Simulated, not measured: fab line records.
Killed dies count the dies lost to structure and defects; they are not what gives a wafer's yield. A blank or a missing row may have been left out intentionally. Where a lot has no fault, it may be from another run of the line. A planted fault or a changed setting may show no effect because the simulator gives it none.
fab line records    flow nand-harc
[record] lots = 5  wafers = 15  last-day = 25
route steps=1159 shown P_ZERO_WELL@29
lots that met no fault: from a run of the same line without faults
start-h: the number of hours between the record's first day and the start of the first shown wafer of the lot    wait-h: hours elapsed since this lot's preceding step    " the same as in the row above    L1.1+2: several wafers, shown together as one row    - no value present, or no start provided    * or withheld: withheld    < > ~ a bound
route shown NAME@n: NAME is a module with steps in the file, n the number in the route of the first one    usual: average and standard deviation across the fault-free wafers    same: alike in all rows    chamber/n: place in a boat    sites: per-site readings    _std_site: the values' standard deviation    _edge_site: mean of outer sites minus mean of inner sites    radius-mm: for every site, how far away it sits from the centre of the wafer    mask NAME#n: copy n    behind: tool/chamber where the wafer was last shaped    hold: what put the lot on hold/how long, in hours/how the hold closed    device: whichever transistor did not switch (one of n, p or np)    end of line: the same wafers' tests at the end of the route    a step with no rows: only its recipe    killed: not the wafer's yield, but the dies lost to structure and defects at the first sort    map: a wafer's dies, marking killed ones x, the rest . and places with no die _
set.NAME: the run value of the setting; set.NAME@STEP: its run value at that earlier step    model.NAME: the simulator's own value behind a step, which no gauge read
lots seen at some steps along the route; tables by step, rows by wafer
services: the hour from which a tool's chamber was out of use, counted from the record's first day as start-h (under 0 if before that day), plus the number of hours and why
[[steps]]
[step NHARC_P_ZERO_WELL_CD_MEAS_24]
[recipe] target-cd-nm = 720  landing-energy-ev = 500
[usual] cd-nm = 719.1/1.7
lot.wafer  tool       chamber  start-h  wait-h  cd-nm
L804.1     cd-sem-01  0        92.60    -       720.3
L804.2     "          0        "        "       718.5
L804.3     "          0        "        "       717.0
L806.1     cd-sem-01  0        104.59   -       719.9
L806.2     "          0        "        "       718.3
L806.4     "          0        "        "       719.0
L812.3     cd-sem-02  0        140.72   -       720.9
L812.5     "          0        "        "       719.4
L812.6     "          0        "        "       718.0
L813.1     cd-sem-02  0        146.65   -       719.7
L813.2     "          0        "        "       718.9
L813.3     "          0        "        "       718.2
L814.3     cd-sem-02  0        152.47   -       718.5
L814.4     "          0        "        "       717.6
L814.6     "          0        "        "       719.0
[step NHARC_P_ZERO_WELL_HARDBAKE_25]
[recipe] temp-c = 125  time-s = 80
[step NHARC_P_ZERO_WELL_DESCUM_26]
[recipe] time-s = 3  o2-flow-sccm = 200  ar-flow-sccm = 0  bias-power-w = 0  chemistry = O2
[usual] drypump-motor-current-A = 5.6/0.5  oes-product-au = 1.001/0.011  rf-vpp-V = 57.9/0.97  showerhead-plenum-p-Torr = 1.91/0.1  throttle-valve-pct = 11.311/0.0087
[same] bias-power-w = 0
lot.wafer  tool         chamber  start-h  wait-h  drypump-motor-current-A  oes-product-au  rf-hours-counter-h  rf-vpp-V  showerhead-plenum-p-Torr  throttle-valve-pct
L804.3     rie-diel-07  1        92.76    -       5.6                      1.001           2                   55.7      1.88                      11.311
L804.2     "            3        "        "       6.6                      1.003           1                   57.8      1.79                      11.316
L804.1     "            0        "        "       5.6                      1.002           2                   59.1      2.05                      11.311
L806.1     rie-diel-07  1        104.75   -       5.7                      0.992           3                   56.4      1.88                      11.311
L806.2     "            2        "        "       5.2                      1.005           2                   58.1      2.04                      11.313
L806.4     "            0        "        "       5.6                      0.995           3                   58.7      2.05                      11.318
L812.3     rie-diel-09  3        140.89   -       5.3                      0.983           5                   57.1      2.05                      11.318
L812.6     "            2        "        "       5.3                      0.999           -                   58.6      1.80                      11.311
L812.5     "            3        "        "       5.3                      0.977           -                   59.0      2.05                      11.305
L813.2     rie-diel-09  2        146.81   -       5.3                      0.999           6                   58.0      1.80                      11.315
L813.1     "            3        "        "       5.4                      0.988           6                   58.8      2.05                      11.309
L813.3     "            1        "        "       5.1                      0.994           5                   58.1      1.93                      11.314
L814.3     rie-diel-01  2        152.63   -       6.6                      0.983           0                   57.8      1.85                      11.317
L814.4     "            3        "        "       5.1                      1.004           1                   58.7      1.98                      11.313
L814.6     "            3        "        "       5.1                      0.999           -                   57.0      1.98                      11.318
[step NHARC_P_ZERO_WELL_IMPLANT_27]
[recipe] energy-kev = 600  dose-cm2 = 1e+13  tilt-deg = 7
[step NHARC_P_ZERO_WELL_IMPLANT_57]
[recipe] energy-kev = 250  dose-cm2 = 4e+12  tilt-deg = 7
[step NHARC_P_ZERO_WELL_IMPLANT_58]
[recipe] energy-kev = 100  dose-cm2 = 2e+12  tilt-deg = 7
[step NHARC_P_ZERO_WELL_STRIP_28]
[recipe] time-s = 840  temp-c = 130  chemistry = SPM
[step NHARC_P_ZERO_WELL_DEHYDRATE_29]
[recipe] temp-c = 150  time-s = 120
[step NHARC_P_ZERO_WELL_HMDS_30]
[recipe] time-s = 30
[step NHARC_P_ZERO_WELL_COAT_31]
[recipe] spin-rpm = withheld
[step NHARC_P_ZERO_WELL_SOFTBAKE_32]
[recipe] temp-c = 122  time-s = 95
[step NHARC_P_ZERO_WELL_EBR_33]
[step NHARC_P_ZERO_WELL_EXPOSE_34]
[recipe] na = 0.6  target-cd-nm = 720  dose-mj = 22.31  mask-id = P_PWELL
lot.wafer   tool            chamber  start-h  wait-h  mask
L804.1+2+3  krf-scanner-02  0        93.97    -       P_PWELL#0
L806.1+2+4  krf-scanner-02  0        105.95   -       P_PWELL_R1#0
L812.3+5+6  krf-scanner-02  0        144.66   -       P_PWELL#0
L813.1+2+3  krf-scanner-02  0        148.22   -       P_PWELL#0
L814.3+4+6  krf-scanner-01  0        153.98   -       P_PWELL#0
[step NHARC_P_ZERO_WELL_PEB_35]
[recipe] peb-temp-c = 118  peb-time-s = 85
[step NHARC_P_ZERO_WELL_DEVELOP_36]
[recipe] time-s = 70
[step NHARC_P_ZERO_WELL_CD_MEAS_37]
[recipe] target-cd-nm = 720  landing-energy-ev = 500
[usual] cd-nm = 719.7/1.8
lot.wafer  tool       chamber  start-h  wait-h  cd-nm
L804.1     cd-sem-02  0        94.13    -       721.8
L804.2     "          0        "        "       719.3
L804.3     "          0        "        "       719.6
L806.1     cd-sem-01  0        106.10   -       734.6
L806.2     "          0        "        "       732.8
L806.4     "          0        "        "       733.7
L812.3     cd-sem-01  0        144.82   -       719.1
L812.5     "          0        "        "       719.6
L812.6     "          0        "        "       716.4
L813.1     cd-sem-02  0        148.38   -       721.3
L813.2     "          0        "        "       721.9
L813.3     "          0        "        "       718.1
L814.3     cd-sem-01  0        154.13   -       720.2
L814.4     "          0        "        "       719.6
L814.6     "          0        "        "       718.6
[step NHARC_P_ZERO_WELL_HARDBAKE_38]
[recipe] temp-c = 125  time-s = 80
[[services]]
tool            chamber  start-h  hours  kind
rie-diel-09     -        77.11    9.0    pm
rie-diel-09     0        77.11    9.0    vent-cycle
rie-diel-09     1        77.11    9.0    vent-cycle
rie-diel-09     2        77.11    9.0    vent-cycle
rie-diel-09     3        77.11    9.0    vent-cycle
krf-scanner-01  -        84.00    4.0    pm
rie-diel-07     0        84.70    -      clean
rie-diel-07     1        84.70    -      clean
rie-diel-07     2        84.70    -      clean
rie-diel-07     3        84.70    -      clean
rie-diel-09     0        86.11    -      clean
rie-diel-09     1        86.11    -      clean
rie-diel-09     2        86.11    -      clean
rie-diel-09     3        86.11    -      clean
rie-diel-07     0        109.20   -      clean
rie-diel-07     1        109.20   -      clean
rie-diel-07     2        109.20   -      clean
rie-diel-07     3        109.20   -      clean
rie-diel-09     0        110.61   -      clean
rie-diel-09     1        110.61   -      clean
rie-diel-09     2        110.61   -      clean
rie-diel-09     3        110.61   -      clean
rie-diel-01     -        137.87   9.0    pm
rie-diel-07     1        148.24   6.4    repair
[[key]]
[first-sign] step = NHARC_P_ZERO_WELL_EXPOSE_34  reading = mask  direction = changed
[effect] step = NHARC_P_ZERO_WELL_CD_MEAS_37  reading = cd-nm  direction = up  sigmas = 7.6  usual = 719.7  struck = 733.7
met-at NHARC_P_ZERO_WELL_EXPOSE_34
struck-wafers L806.1,L806.2,L806.4
tester-left-out L806
onset-between 93.97 105.95
[fault] kind = wrong-mask  tool = any  chamber = -  onset-h = 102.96  steps = NHARC_P_ZERO_WELL_EXPOSE_34  aux-copy = P_PWELL_R1#0  cd-offset-nm = 14.855  scope = struck-lots-only
// tester-left-out: of these lots the tester's yield and bins aren't shown, on N5 and GAA mostly nor the transistor test; their killed dies are dies lost to structure and defects alone, not to doping, threshold or leakage, so they don't give the yield
